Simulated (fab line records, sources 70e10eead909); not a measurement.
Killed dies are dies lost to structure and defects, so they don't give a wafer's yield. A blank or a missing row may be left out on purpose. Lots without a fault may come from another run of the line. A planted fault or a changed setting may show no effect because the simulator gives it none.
fab line records | flow nand_harc
record lots=5 wafers=15 last_day=33
route steps=1302 shown A_CONTACT@997
lots that met no fault: from a run of the same line without faults
start_h: hours from the record's first day to the start of the lot's first wafer shown | wait_h: hours since the lot's step before | " the same as in the row above | L1.1+2: a row that stands for several wafers | - no value, or no start given | * or withheld: withheld | < > ~ a bound
route shown NAME@n: a module of which the file shows steps, and the number in the route of the first | usual: mean/standard deviation of fault-free wafers | same: alike in all rows | chamber/n: place in a boat | sites: the reading at each site | _std_site: their standard deviation | _edge_site: outer sites' mean less inner sites' | radius_mm: how far each site lies from the wafer's centre | mask NAME#n: copy n | behind: the tool/chamber that last shaped the wafer | hold: why the lot was held/for how many hours/how that ended | device: the transistor (n, p or np) that didn't switch | end of line: the same wafers' tests at the end of the route | a step without rows: its recipe alone | killed: dies lost to structure and defects at the first sort, not the wafer's yield | map: a wafer's dies, x killed, . not, _ none there
set.NAME: the setting as run; set.NAME@STEP: as run at that earlier step | model.NAME: the simulator's own value behind a step, which no gauge read
lots at some steps of the route; a table a step, a row a wafer
services: from which hour (start_h, from the record's first day; less than 0 if before it) a tool's chamber was out of use, for how many hours, and why
## steps
# step NHARC_A_CONTACT_CD_MEAS_42
# recipe target_cd_nm=300 landing_energy_ev=500
# usual cd_nm=299.9/0.6
# columns lot.wafer tool chamber start_h wait_h cd_nm
L076.2 cd_sem-01 0 501.42 - 300.4
L076.4 " 0 " " 300.3
L076.5 " 0 " " 299.3
L079.1 cd_sem-02 0 526.42 - 299.5
L079.2 " 0 " " 299.9
L079.5 " 0 " " 299.7
L084.4 cd_sem-02 0 586.16 - 299.6
L084.5 " 0 " " 299.7
L084.6 " 0 " " 299.8
L091.1 cd_sem-01 0 652.59 - 300.1
L091.4 " 0 " " 300.6
L091.5 " 0 " " 299.6
L095.2 cd_sem-03 0 705.69 - 299.3
L095.3 " 0 " " 299.6
L095.6 " 0 " " 298.6
# step NHARC_A_CONTACT_OVL_MEAS_43
# usual overlay_x_nm=0.0/0.79 overlay_y_nm=0.1/0.81
# columns lot.wafer tool chamber start_h wait_h overlay_x_nm overlay_y_nm
L076.2 overlay-01 - 501.51 - 0.3 -0.1
L076.4 " - " " 0.5 -0.3
L076.5 " - " " 0.2 -0.7
L079.1 overlay-02 - 526.51 - 0.5 0.4
L079.2 " - " " 0.2 -0.1
L079.5 " - " " 0.0 -0.5
L084.4 overlay-01 - 586.24 - 0.0 2.3
L084.5 " - " " -0.9 2.0
L084.6 " - " " 0.1 2.1
L091.1 overlay-02 - 652.68 - -1.8 1.4
L091.4 " - " " -1.4 0.6
L091.5 " - " " -1.6 0.5
L095.2 overlay-02 - 705.78 - -1.0 0.6
L095.3 " - " " -0.9 0.4
L095.6 " - " " -0.2 0.3
# step NHARC_A_CONTACT_INSPECT_44
# usual raw_defect_count=81/34
# columns lot.wafer tool chamber start_h wait_h raw_defect_count
L076.2 defect_inspect-02 - 501.54 0.0 36
L076.4 " - " " 50
L076.5 " - " " 54
L079.1 defect_inspect-01 - 526.55 0.0 18
L079.2 " - " " 13
L079.5 " - " " 22
L084.4 defect_inspect-02 - 586.28 0.0 40
L084.5 " - " " 37
L084.6 " - " " 33
L091.1 defect_inspect-01 - 652.71 0.0 108
L091.4 " - " " 93
L091.5 " - " " 110
L095.2 defect_inspect-02 - 705.81 0.0 29
L095.3 " - " " 35
L095.6 " - " " 31
# step NHARC_A_CONTACT_DESCUM_47
# recipe time_s=3 o2_flow_sccm=200 ar_flow_sccm=0 bias_power_w=0 chemistry=O2
# usual chamber_pressure_mTorr=60.00/0.056 drypump_motor_current_A=5.8/0.56 oes_product_au=1.002/0.015 rf_vpp_V=57.7/0.83 showerhead_plenum_p_Torr=1.89/0.067 throttle_valve_pct=11.310/0.0088
# columns lot.wafer tool chamber start_h wait_h chamber_pressure_mTorr drypump_motor_current_A oes_product_au rf_hours_counter_h rf_vpp_V showerhead_plenum_p_Torr throttle_valve_pct
L076.4 rie_diel-06 3 501.61 0.1 60.08 6.5 1.009 1 58.2 1.95 11.296
L076.2 " 0 " " 59.99 5.0 1.017 1 57.2 1.90 11.315
L076.5 " 3 " " 60.05 6.5 1.015 - 56.2 1.95 11.303
L079.2 rie_diel-01 2 526.62 0.1 60.04 5.2 1.004 39 57.5 1.90 11.305
L079.1 " 3 " " 60.02 5.6 1.019 46 57.6 1.87 11.320
L079.5 " 2 " " 60.01 5.3 1.003 - 57.7 1.90 11.315
L084.4 rie_diel-06 0 586.37 0.1 60.05 5.0 0.987 - 57.6 1.89 11.317
L084.6 " 1 " " 60.04 6.2 0.991 - 58.1 2.00 11.307
L084.5 " 3 " " 60.02 6.5 0.989 - 57.1 1.95 11.307
L091.4 rie_diel-01 0 652.78 0.1 60.07 6.3 1.039 27 58.4 1.82 11.319
L091.1 " 1 " " 59.96 4.8 0.999 26 57.5 1.87 11.302
L091.5 " 0 " " 59.91 6.3 1.032 - 57.3 1.82 11.313
L095.3 rie_diel-06 2 705.89 0.1 59.94 5.6 1.000 6 57.1 1.79 11.294
L095.2 " 3 " " 59.93 6.5 0.988 5 58.5 1.94 11.319
L095.6 " 0 " " 60.00 5.0 0.999 - 57.7 1.89 11.301
# step NHARC_A_CONTACT_ETCH_48
# recipe target_depth_a=390 over_etch_frac=0.3 time_s=65 ion_energy_ev=80 cf4_flow_sccm=150 ar_flow_sccm=0 rf_w=300 bias_w=100 chemistry=CF4
# usual chamber_pressure_mTorr=50.01/0.05 drypump_motor_current_A=5.8/0.57 oes_product_au=1.002/0.014 rf_vpp_V=151.1/1.1 showerhead_plenum_p_Torr=1.75/0.057 throttle_valve_pct=13.286/0.0093
# columns lot.wafer tool chamber start_h wait_h chamber_pressure_mTorr drypump_motor_current_A oes_product_au rf_hours_counter_h rf_vpp_V showerhead_plenum_p_Torr throttle_valve_pct
L076.4 rie_diel-06 2 501.70 0.1 49.98 5.6 0.986 1 149.0 1.67 13.292
L076.2 " 3 " " 49.95 6.5 1.008 1 151.6 1.80 13.285
L076.5 " 0 " " 49.97 5.0 1.017 - 150.2 1.76 13.284
L079.1 rie_diel-01 0 526.70 0.1 50.03 6.3 1.047 48 149.2 1.70 13.290
L079.2 " 1 " " 50.01 4.8 0.982 43 151.4 1.74 13.296
L079.5 " 3 " " 50.02 5.6 1.026 - 149.7 1.73 13.281
L084.6 rie_diel-06 1 586.46 0.1 49.92 6.3 0.988 - 151.4 1.85 13.274
L084.4 " 3 " " 50.07 6.5 1.003 - 151.5 1.80 13.284
L084.5 " 0 " " 50.02 5.0 1.004 - 149.7 1.75 13.300
L091.4 rie_diel-01 1 652.87 0.1 50.05 4.8 1.002 26 149.2 1.73 13.288
L091.1 " 2 " " 50.05 5.3 0.989 28 151.9 1.75 13.293
L091.5 " 0 " " 49.94 6.3 1.018 - 150.8 1.69 13.291
L095.2 rie_diel-06 2 705.96 0.1 49.99 5.6 1.010 6 150.3 1.66 13.277
L095.3 " 0 " " 49.98 5.0 0.999 6 152.6 1.75 13.290
L095.6 " 2 " " 49.92 5.6 1.008 - 151.3 1.66 13.288
# step NHARC_A_CONTACT_ETCH_49
# recipe target_depth_a=2600 over_etch_frac=0.3 time_s=475.3 ion_energy_ev=200 n2_flow_sccm=150 h2_flow_sccm=150 ar_flow_sccm=0 rf_w=400 bias_w=150 chemistry=N2/H2
# usual chamber_pressure_mTorr=29.998/0.027 drypump_motor_current_A=5.8/0.58 h2_flow_sccm=150.0/0.46 oes_product_au=1.000/0.014 rf_vpp_V=430.1/2.2 showerhead_plenum_p_Torr=2.02/0.073 throttle_valve_pct=14.171/0.0092
# columns lot.wafer tool chamber start_h wait_h chamber_pressure_mTorr drypump_motor_current_A h2_flow_sccm oes_product_au rf_hours_counter_h rf_vpp_V showerhead_plenum_p_Torr throttle_valve_pct
L076.4 rie_diel-06 2 - - 30.003 5.6 150.1 1.000 1 427.1 1.92 14.175
L076.2 " 0 " " 29.959 5.0 150.4 1.006 1 429.5 2.02 14.163
L076.5 " 2 " " 29.980 5.6 149.7 0.991 - 426.7 1.92 14.171
L079.2 rie_diel-01 0 - - 29.979 6.3 149.9 1.035 49 428.2 1.95 14.174
L079.1 " 1 " " 29.975 4.8 150.5 0.986 43 429.3 2.01 14.173
L079.5 " 0 " " 30.001 6.3 150.3 1.039 - 428.8 1.95 14.179
L084.5 rie_diel-06 1 - - 29.933 6.2 150.1 0.989 - 433.9 2.14 14.144
L084.4 " 3 " " 30.001 6.5 149.7 0.996 - 431.5 2.08 14.156
L084.6 " 0 " " 29.951 5.0 149.8 0.989 - 429.6 2.02 14.166
L091.4 rie_diel-01 2 - - 30.024 5.3 149.7 0.985 28 430.4 2.01 14.187
L091.1 " 0 " " 29.964 6.3 149.7 1.030 27 427.0 1.94 14.176
L091.5 " 1 " " 29.994 4.8 150.1 0.998 - 428.2 1.99 14.163
L095.3 rie_diel-06 3 - - 30.034 6.5 149.6 0.986 5 430.8 2.07 14.168
L095.2 " 1 " " 30.010 6.3 149.5 0.994 7 431.5 2.13 14.163
L095.6 " 2 " " 30.014 5.6 149.8 1.005 - 426.7 1.91 14.153
# step NHARC_A_CONTACT_ETCH_50
# recipe target_depth_a=1210 time_s=60.5 cf4_flow_sccm=100 chf3_flow_sccm=30 ar_flow_sccm=0 rf_w=500 bias_w=200 chemistry=CF4/CHF3
# usual chamber_pressure_mTorr=24.998/0.024 drypump_motor_current_A=5.7/0.58 oes_product_au=0.955/0.022 rf_vpp_V=370.3/1.8 showerhead_plenum_p_Torr=1.56/0.05 throttle_valve_pct=16.800/0.0091
# columns lot.wafer tool chamber start_h wait_h chamber_pressure_mTorr drypump_motor_current_A oes_product_au rf_hours_counter_h rf_vpp_V showerhead_plenum_p_Torr throttle_valve_pct
L076.4 rie_diel-06 2 - - 25.023 5.6 0.923 1 367.6 1.49 16.796
L076.2 " 3 " " 24.999 6.5 0.964 1 370.8 1.60 16.789
L076.5 " 2 " " 25.012 5.6 0.937 - 366.9 1.49 16.799
L079.2 rie_diel-01 2 - - 25.024 5.2 0.922 43 369.8 1.56 16.793
L079.1 " 3 " " 25.005 5.6 0.938 49 369.9 1.54 16.790
L079.5 " 1 " " 24.975 4.8 0.905 - 370.8 1.55 16.808
L084.6 rie_diel-06 1 - - 25.004 6.2 0.960 - 373.0 1.64 16.810
L084.4 " 3 " " 25.009 6.5 0.955 - 371.3 1.60 16.799
L084.5 " 0 " " 25.022 5.0 0.960 - 369.9 1.56 16.792
L091.1 rie_diel-01 1 - - 25.009 4.8 0.924 26 369.4 1.54 16.801
L091.4 " 2 " " 25.039 5.3 0.918 28 370.3 1.55 16.794
L091.5 " 1 " " 25.037 4.8 0.919 - 369.7 1.54 16.799
L095.2 rie_diel-06 0 - - 24.997 5.0 0.958 6 370.4 1.55 16.804
L095.3 " 1 " " 24.992 6.2 0.951 7 371.9 1.64 16.806
L095.6 " 3 " " 25.001 6.5 0.959 - 371.2 1.60 16.803
# step NHARC_A_CONTACT_ETCH_51
# recipe target_depth_a=70000 over_etch_frac=0.3 time_s=1820 ion_energy_ev=150 o2_flow_sccm=400 cos_flow_sccm=20 ar_flow_sccm=0 rf_w=500 bias_w=300 chemistry=O2/COS
# usual chamber_pressure_mTorr=20.001/0.02 drypump_motor_current_A=5.8/0.55 oes_product_au=1.001/0.014 rf_vpp_V=313.7/1.7 showerhead_plenum_p_Torr=3.09/0.1 throttle_valve_pct=28.330/0.0094
# columns lot.wafer tool chamber start_h wait_h chamber_pressure_mTorr drypump_motor_current_A oes_product_au rf_hours_counter_h rf_vpp_V showerhead_plenum_p_Torr throttle_valve_pct
L076.2 rie_diel-06 0 - - 19.974 5.0 1.000 2 313.5 3.10 28.314
L076.4 " 2 " " 19.990 5.6 0.989 1 310.6 2.95 28.329
L076.5 " 0 " " 19.987 5.0 0.993 - 314.1 3.10 28.329
L079.2 rie_diel-01 2 - - 19.969 5.3 0.995 43 313.6 3.10 28.327
L079.1 " 3 " " 20.010 5.6 1.000 49 313.6 3.05 28.339
L079.5 " 0 " " 19.998 6.3 1.030 - 312.0 2.99 28.327
L084.5 rie_diel-06 1 - - 19.980 6.2 1.004 - 314.4 3.26 28.330
L084.6 " 3 " " 19.971 6.5 0.998 - 314.9 3.17 28.331
L084.4 " 0 " " 19.993 5.0 1.002 - 313.4 3.09 28.337
L091.4 rie_diel-01 0 - - 20.016 6.3 1.022 27 311.8 2.98 28.334
L091.1 " 2 " " 19.978 5.3 0.986 28 312.7 3.08 28.336
L091.5 " 0 " " 20.019 6.3 1.026 - 311.5 2.98 28.326
L095.3 rie_diel-06 0 - - 20.017 5.0 1.003 6 313.6 3.08 28.327
L095.2 " 1 " " 19.989 6.2 0.997 7 315.5 3.25 28.321
L095.6 " 3 " " 19.997 6.5 0.992 - 315.8 3.16 28.315
# step NHARC_A_CONTACT_ETCH_111
# recipe source_w=withheld pressure_mtorr=20 bias_v=withheld time_s=140 target_depth_a=7000 ar_flow_sccm=withheld c4f8_flow_sccm=withheld o2_flow_sccm=withheld chemistry=C4F8/O2/Ar
# usual chamber_pressure_mTorr=19.999/0.018
# columns lot.wafer tool chamber start_h wait_h chamber_pressure_mTorr rf_hours_counter_h
L076.2 har_cap_etch-03 0 503.50 - 19.995 42
L076.4 " 0 " " 19.983 -
L076.5 " 1 " " 19.961 -
L079.1 har_cap_etch-03 1 531.27 - 20.007 47
L079.2 " 0 " " 20.009 47
L079.5 " 0 " " 19.978 -
L084.4 har_cap_etch-03 1 588.61 - 20.027 -
L084.5 " 1 " " 20.011 -
L084.6 " 0 " " 19.980 -
L091.1 har_cap_etch-01 0 654.61 - 20.032 26
L091.4 " 1 " " 20.015 -
L091.5 " 1 " " 20.001 -
L095.2 har_cap_etch-03 0 707.67 - 20.011 78
L095.3 " 0 " " 20.017 -
L095.6 " 0 " " 19.986 -
# step NHARC_A_CONTACT_ETCH_112
# recipe source_w=withheld pressure_mtorr=20 bias_v=3000 time_s=190 target_depth_a=18500 ar_flow_sccm=withheld c4f8_flow_sccm=withheld o2_flow_sccm=withheld chemistry=C4F8/O2/Ar
# usual chamber_pressure_mTorr=19.999/0.017
# columns lot.wafer tool chamber start_h wait_h chamber_pressure_mTorr rf_hours_counter_h
L076.2 har_cap_etch-03 0 503.70 0.2 20.007 42
L076.4 " 0 " " 19.966 -
L076.5 " 1 " " 19.988 -
L079.1 har_cap_etch-03 1 531.47 0.2 19.981 47
L079.2 " 0 " " 20.022 47
L079.5 " 0 " " 20.002 -
L084.4 har_cap_etch-03 1 588.80 0.2 20.013 -
L084.5 " 1 " " 19.999 -
L084.6 " 0 " " 19.980 -
L091.1 har_cap_etch-01 0 654.82 0.2 19.996 26
L091.4 " 1 " " 19.987 -
L091.5 " 1 " " 20.012 -
L095.2 har_cap_etch-03 0 707.87 0.2 20.003 78
L095.3 " 0 " " 19.996 -
L095.6 " 0 " " 19.988 -
# step NHARC_A_CONTACT_ETCH_113
# recipe source_w=withheld pressure_mtorr=20 bias_v=3000 time_s=190 target_depth_a=18500 ar_flow_sccm=withheld c4f8_flow_sccm=withheld o2_flow_sccm=withheld chemistry=C4F8/O2/Ar
# usual chamber_pressure_mTorr=20.001/0.02
# columns lot.wafer tool chamber start_h wait_h chamber_pressure_mTorr rf_hours_counter_h
L076.2 har_cap_etch-03 0 503.87 0.1 20.038 43
L076.4 " 0 " " 20.010 -
L076.5 " 1 " " 19.968 -
L079.1 har_cap_etch-03 1 531.65 0.1 19.990 48
L079.2 " 0 " " 20.005 48
L079.5 " 0 " " 20.038 -
L084.4 har_cap_etch-03 1 588.97 0.1 20.041 -
L084.5 " 1 " " 20.002 -
L084.6 " 0 " " 19.993 -
L091.1 har_cap_etch-01 0 654.99 0.1 19.978 26
L091.4 " 1 " " 20.020 -
L091.5 " 1 " " 20.015 -
L095.2 har_cap_etch-03 0 708.04 0.1 20.007 78
L095.3 " 0 " " 20.012 -
L095.6 " 0 " " 19.985 -
# step NHARC_A_CONTACT_ETCH_114
# recipe source_w=withheld pressure_mtorr=20 bias_v=3000 time_s=190 target_depth_a=18500 ar_flow_sccm=withheld c4f8_flow_sccm=withheld o2_flow_sccm=withheld chemistry=C4F8/O2/Ar
# usual chamber_pressure_mTorr=19.998/0.018
# columns lot.wafer tool chamber start_h wait_h chamber_pressure_mTorr rf_hours_counter_h
L076.2 har_cap_etch-03 0 504.04 0.1 20.010 43
L076.4 " 0 " " 19.988 -
L076.5 " 1 " " 19.997 -
L079.1 har_cap_etch-03 1 531.81 0.1 20.008 48
L079.2 " 0 " " 20.018 48
L079.5 " 0 " " 20.023 -
L084.4 har_cap_etch-03 1 589.14 0.1 19.985 -
L084.5 " 1 " " 19.966 -
L084.6 " 0 " " 20.011 -
L091.1 har_cap_etch-01 0 655.16 0.1 20.009 26
L091.4 " 1 " " 19.976 -
L091.5 " 1 " " 20.032 -
L095.2 har_cap_etch-03 0 708.21 0.1 20.003 78
L095.3 " 0 " " 19.988 -
L095.6 " 0 " " 20.000 -
# step NHARC_A_CONTACT_ETCH_115
# recipe source_w=withheld pressure_mtorr=20 bias_v=3000 time_s=190 target_depth_a=18500 ar_flow_sccm=withheld c4f8_flow_sccm=withheld o2_flow_sccm=withheld chemistry=C4F8/O2/Ar
# usual chamber_pressure_mTorr=20.000/0.019
# columns lot.wafer tool chamber start_h wait_h chamber_pressure_mTorr rf_hours_counter_h
L076.2 har_cap_etch-03 0 504.21 0.1 19.997 43
L076.4 " 0 " " 20.001 -
L076.5 " 1 " " 20.010 -
L079.1 har_cap_etch-03 1 531.98 0.1 19.979 48
L079.2 " 0 " " 20.003 48
L079.5 " 0 " " 19.952 -
L084.4 har_cap_etch-03 1 589.31 0.1 20.004 -
L084.5 " 1 " " 19.984 -
L084.6 " 0 " " 19.978 -
L091.1 har_cap_etch-01 0 655.33 0.1 20.024 27
L091.4 " 1 " " 19.986 -
L091.5 " 1 " " 20.034 -
L095.2 har_cap_etch-03 0 708.39 0.1 20.004 78
L095.3 " 0 " " 19.998 -
L095.6 " 0 " " 19.962 -
# step NHARC_A_CONTACT_ETCH_116
# recipe source_w=withheld pressure_mtorr=20 bias_v=3000 time_s=190 target_depth_a=18500 ar_flow_sccm=withheld c4f8_flow_sccm=withheld o2_flow_sccm=withheld chemistry=C4F8/O2/Ar
# usual chamber_pressure_mTorr=20.001/0.018
# columns lot.wafer tool chamber start_h wait_h chamber_pressure_mTorr rf_hours_counter_h
L076.2 har_cap_etch-03 0 504.38 0.1 19.990 43
L076.4 " 0 " " 19.983 -
L076.5 " 1 " " 20.018 -
L079.1 har_cap_etch-03 1 532.16 0.1 20.000 48
L079.2 " 0 " " 19.975 48
L079.5 " 0 " " 20.004 -
L084.4 har_cap_etch-03 1 589.48 0.1 19.990 -
L084.5 " 1 " " 20.013 -
L084.6 " 0 " " 20.037 -
L091.1 har_cap_etch-01 0 655.50 0.1 20.009 27
L091.4 " 1 " " 19.992 -
L091.5 " 1 " " 19.993 -
L095.2 har_cap_etch-03 0 708.56 0.1 20.002 79
L095.3 " 0 " " 19.989 -
L095.6 " 0 " " 20.016 -
# step NHARC_A_CONTACT_ETCH_117
# recipe source_w=withheld pressure_mtorr=20 bias_v=3000 time_s=190 target_depth_a=18500 ar_flow_sccm=withheld c4f8_flow_sccm=withheld o2_flow_sccm=withheld chemistry=C4F8/O2/Ar
# usual chamber_pressure_mTorr=20.001/0.019
# columns lot.wafer tool chamber start_h wait_h chamber_pressure_mTorr rf_hours_counter_h
L076.2 har_cap_etch-03 0 504.56 0.1 19.989 43
L076.4 " 0 " " 19.997 -
L076.5 " 1 " " 19.962 -
L079.1 har_cap_etch-03 1 532.32 0.1 19.964 48
L079.2 " 0 " " 20.039 48
L079.5 " 0 " " 20.010 -
L084.4 har_cap_etch-03 1 589.65 0.1 20.045 -
L084.5 " 1 " " 20.015 -
L084.6 " 0 " " 19.985 -
L091.1 har_cap_etch-01 0 655.67 0.1 20.011 27
L091.4 " 1 " " 20.027 -
L091.5 " 1 " " 20.028 -
L095.2 har_cap_etch-03 0 708.73 0.1 19.993 79
L095.3 " 0 " " 20.005 -
L095.6 " 0 " " 20.022 -
# step NHARC_A_CONTACT_ETCH_118
# recipe source_w=withheld pressure_mtorr=20 bias_v=3000 time_s=190 target_depth_a=18500 ar_flow_sccm=withheld c4f8_flow_sccm=withheld o2_flow_sccm=withheld chemistry=C4F8/O2/Ar
# usual chamber_pressure_mTorr=19.999/0.017
# columns lot.wafer tool chamber start_h wait_h chamber_pressure_mTorr rf_hours_counter_h
L076.2 har_cap_etch-03 0 504.73 0.1 19.993 43
L076.4 " 0 " " 19.977 -
L076.5 " 1 " " 19.985 -
L079.1 har_cap_etch-03 1 532.50 0.1 19.995 48
L079.2 " 0 " " 19.978 48
L079.5 " 0 " " 20.016 -
L084.4 har_cap_etch-03 1 589.82 0.1 19.972 -
L084.5 " 1 " " 20.017 -
L084.6 " 0 " " 19.990 -
L091.1 har_cap_etch-01 0 655.83 0.1 20.013 27
L091.4 " 1 " " 20.016 -
L091.5 " 1 " " 20.016 -
L095.2 har_cap_etch-03 0 708.90 0.1 19.999 79
L095.3 " 0 " " 20.004 -
L095.6 " 0 " " 19.998 -
# step NHARC_A_CONTACT_ETCH_119
# recipe source_w=withheld pressure_mtorr=20 bias_v=3000 time_s=190 target_depth_a=18500 ar_flow_sccm=withheld c4f8_flow_sccm=withheld o2_flow_sccm=withheld chemistry=C4F8/O2/Ar
# usual chamber_pressure_mTorr=19.999/0.019
# columns lot.wafer tool chamber start_h wait_h chamber_pressure_mTorr rf_hours_counter_h
L076.2 har_cap_etch-03 0 504.90 0.1 20.001 43
L076.4 " 0 " " 20.035 -
L076.5 " 1 " " 20.011 -
L079.1 har_cap_etch-03 1 532.67 0.1 19.974 48
L079.2 " 0 " " 20.018 48
L079.5 " 0 " " 19.976 -
L084.4 har_cap_etch-03 1 589.99 0.1 19.997 -
L084.5 " 1 " " 19.979 -
L084.6 " 0 " " 20.042 -
L091.1 har_cap_etch-01 0 656.01 0.1 19.976 27
L091.4 " 1 " " 19.978 -
L091.5 " 1 " " 20.025 -
L095.2 har_cap_etch-03 0 709.07 0.1 20.020 79
L095.3 " 0 " " 19.992 -
L095.6 " 0 " " 19.976 -
# step NHARC_A_CONTACT_ETCH_120
# recipe source_w=withheld pressure_mtorr=20 bias_v=3000 time_s=190 target_depth_a=18500 ar_flow_sccm=withheld c4f8_flow_sccm=withheld o2_flow_sccm=withheld chemistry=C4F8/O2/Ar
# usual chamber_pressure_mTorr=19.999/0.018
# columns lot.wafer tool chamber start_h wait_h chamber_pressure_mTorr rf_hours_counter_h
L076.2 har_cap_etch-03 0 505.07 0.1 20.002 44
L076.4 " 0 " " 20.002 -
L076.5 " 1 " " 20.009 -
L079.1 har_cap_etch-03 1 532.84 0.1 20.007 49
L079.2 " 0 " " 20.030 49
L079.5 " 0 " " 20.000 -
L084.4 har_cap_etch-03 1 590.16 0.1 19.980 -
L084.5 " 1 " " 19.990 -
L084.6 " 0 " " 20.010 -
L091.1 har_cap_etch-01 0 656.17 0.1 19.967 27
L091.4 " 1 " " 19.978 -
L091.5 " 1 " " 20.002 -
L095.2 har_cap_etch-03 0 709.24 0.1 19.984 79
L095.3 " 0 " " 20.031 -
L095.6 " 0 " " 20.011 -
# step NHARC_A_CONTACT_ETCH_121
# recipe source_w=withheld pressure_mtorr=20 bias_v=3000 time_s=190 target_depth_a=18500 ar_flow_sccm=withheld c4f8_flow_sccm=withheld o2_flow_sccm=withheld chemistry=C4F8/O2/Ar
# usual chamber_pressure_mTorr=20.000/0.019
# columns lot.wafer tool chamber start_h wait_h chamber_pressure_mTorr rf_hours_counter_h
L076.2 har_cap_etch-03 0 505.24 0.1 19.979 44
L076.4 " 0 " " 19.956 -
L076.5 " 1 " " 20.008 -
L079.1 har_cap_etch-03 1 533.01 0.1 20.030 49
L079.2 " 0 " " 19.976 49
L079.5 " 0 " " 20.005 -
L084.4 har_cap_etch-03 1 590.33 0.1 20.012 -
L084.5 " 1 " " 20.011 -
L084.6 " 0 " " 19.990 -
L091.1 har_cap_etch-01 0 656.34 0.1 19.987 28
L091.4 " 1 " " 20.014 -
L091.5 " 1 " " 20.008 -
L095.2 har_cap_etch-03 0 709.41 0.1 20.012 79
L095.3 " 0 " " 19.949 -
L095.6 " 0 " " 20.024 -
# step NHARC_A_CONTACT_ETCH_122
# recipe source_w=withheld pressure_mtorr=20 bias_v=3000 time_s=190 target_depth_a=18500 ar_flow_sccm=withheld c4f8_flow_sccm=withheld o2_flow_sccm=withheld chemistry=C4F8/O2/Ar
# usual chamber_pressure_mTorr=20.001/0.02
# columns lot.wafer tool chamber start_h wait_h chamber_pressure_mTorr rf_hours_counter_h
L076.2 har_cap_etch-03 0 505.41 0.1 20.033 44
L076.4 " 0 " " 19.994 -
L076.5 " 1 " " 20.013 -
L079.1 har_cap_etch-03 1 533.19 0.1 19.957 49
L079.2 " 0 " " 20.012 49
L079.5 " 0 " " 20.006 -
L084.4 har_cap_etch-03 1 590.50 0.1 19.989 -
L084.5 " 1 " " 19.984 -
L084.6 " 0 " " 19.989 -
L091.1 har_cap_etch-01 0 656.51 0.1 20.021 28
L091.4 " 1 " " 20.004 -
L091.5 " 1 " " 20.017 -
L095.2 har_cap_etch-03 0 709.58 0.1 20.029 80
L095.3 " 0 " " 19.996 -
L095.6 " 0 " " 19.978 -
# step NHARC_A_CONTACT_ETCH_123
# recipe source_w=withheld pressure_mtorr=20 bias_v=400 time_s=490 target_depth_a=21100 ar_flow_sccm=withheld c4f8_flow_sccm=11.5 o2_flow_sccm=7.2 chemistry=C4F8/O2/Ar
# usual chamber_pressure_mTorr=20.000/0.017
# columns lot.wafer tool chamber start_h wait_h chamber_pressure_mTorr rf_hours_counter_h
L076.2 har_cap_etch-03 0 505.64 0.2 20.005 44
L076.4 " 0 " " 19.977 -
L076.5 " 1 " " 19.991 -
L079.1 har_cap_etch-03 1 533.36 0.1 19.998 49
L079.2 " 0 " " 19.995 49
L079.5 " 0 " " 19.968 -
L084.4 har_cap_etch-03 1 590.79 0.3 20.019 -
L084.5 " 1 " " 20.036 -
L084.6 " 0 " " 19.988 -
L091.1 har_cap_etch-01 0 656.68 0.1 19.999 28
L091.4 " 1 " " 20.007 -
L091.5 " 1 " " 20.006 -
L095.2 har_cap_etch-03 0 709.75 0.1 20.005 80
L095.3 " 0 " " 20.007 -
L095.6 " 0 " " 20.026 -
# step NHARC_A_CONTACT_ETCH_90
# recipe target_depth_a=400 over_etch_frac=0.5 time_s=85.7 ion_energy_ev=120 ch3f_flow_sccm=50 o2_flow_sccm=30 ar_flow_sccm=200 rf_w=500 bias_w=100 chemistry=CH3F/O2
# usual chamber_pressure_mTorr=24.999/0.025 drypump_motor_current_A=5.8/0.55 oes_product_au=0.95/0.035 rf_vpp_V=244.0/1.3 showerhead_plenum_p_Torr=2.44/0.079 throttle_valve_pct=20.664/0.0085
# columns lot.wafer tool chamber start_h wait_h chamber_pressure_mTorr drypump_motor_current_A oes_product_au rf_hours_counter_h rf_vpp_V showerhead_plenum_p_Torr throttle_valve_pct
L076.4 rie_diel-06 0 506.53 0.6 25.012 5.0 0.94 3 244.9 2.44 20.666
L076.2 " 1 " " 25.022 6.2 0.91 3 245.9 2.58 20.658
L076.5 " 0 " " 24.963 5.0 0.92 - 243.4 2.44 20.658
L079.2 rie_diel-06 2 534.37 0.8 24.985 5.6 0.99 8 242.7 2.32 20.667
L079.1 " 3 " " 25.058 6.5 1.01 7 243.9 2.51 20.657
L079.5 " 0 " " 24.980 5.0 1.00 - 243.5 2.44 20.668
L084.6 rie_diel-13 2 591.73 0.6 24.893 5.9 0.92 - 244.5 2.37 20.669
L084.5 " 3 " " 24.986 6.3 0.97 - 243.7 2.40 20.673
L084.4 " 0 " " 24.982 5.4 0.93 - 244.6 2.46 20.660
L091.1 rie_diel-13 3 657.66 0.9 24.937 6.2 0.92 39 244.1 2.39 20.662
L091.4 " 1 " " 25.005 5.7 0.94 38 242.3 2.36 20.674
L091.5 " 3 " " 25.009 6.3 0.91 - 243.8 2.39 20.658
L095.2 rie_diel-06 3 710.72 0.9 24.970 6.5 0.92 8 245.1 2.49 20.662
L095.3 " 1 " " 24.993 6.2 0.93 8 244.8 2.56 20.669
L095.6 " 3 " " 25.023 6.5 0.93 - 243.7 2.49 20.675
## services
# columns tool chamber start_h hours kind
rie_diel-06 - 484.24 9.0 pm
rie_diel-06 0 484.24 9.0 vent_cycle
rie_diel-06 1 484.24 9.0 vent_cycle
rie_diel-06 2 484.24 9.0 vent_cycle
rie_diel-06 3 484.24 9.0 vent_cycle
rie_diel-06 0 493.24 - clean
rie_diel-06 1 493.24 - clean
rie_diel-06 2 493.24 - clean
rie_diel-06 3 493.24 - clean
har_cap_etch-01 - 497.00 17.0 pm
rie_diel-06 0 517.74 - clean
rie_diel-06 1 517.74 - clean
rie_diel-06 2 517.74 - clean
rie_diel-06 3 517.74 - clean
rie_diel-13 - 519.00 9.0 pm
rie_diel-01 - 539.76 0.4 repair
rie_diel-01 - 560.59 9.0 pm
rie_diel-06 2 586.16 8.3 repair
har_cap_etch-01 - 624.35 0.1 repair
har_cap_etch-03 - 648.00 0.6 repair
rie_diel-13 3 648.51 3.9 repair
rie_diel-06 - 661.24 9.0 pm
rie_diel-01 1 671.97 9.8 repair
rie_diel-13 - 696.00 9.0 pm
## key
fault none
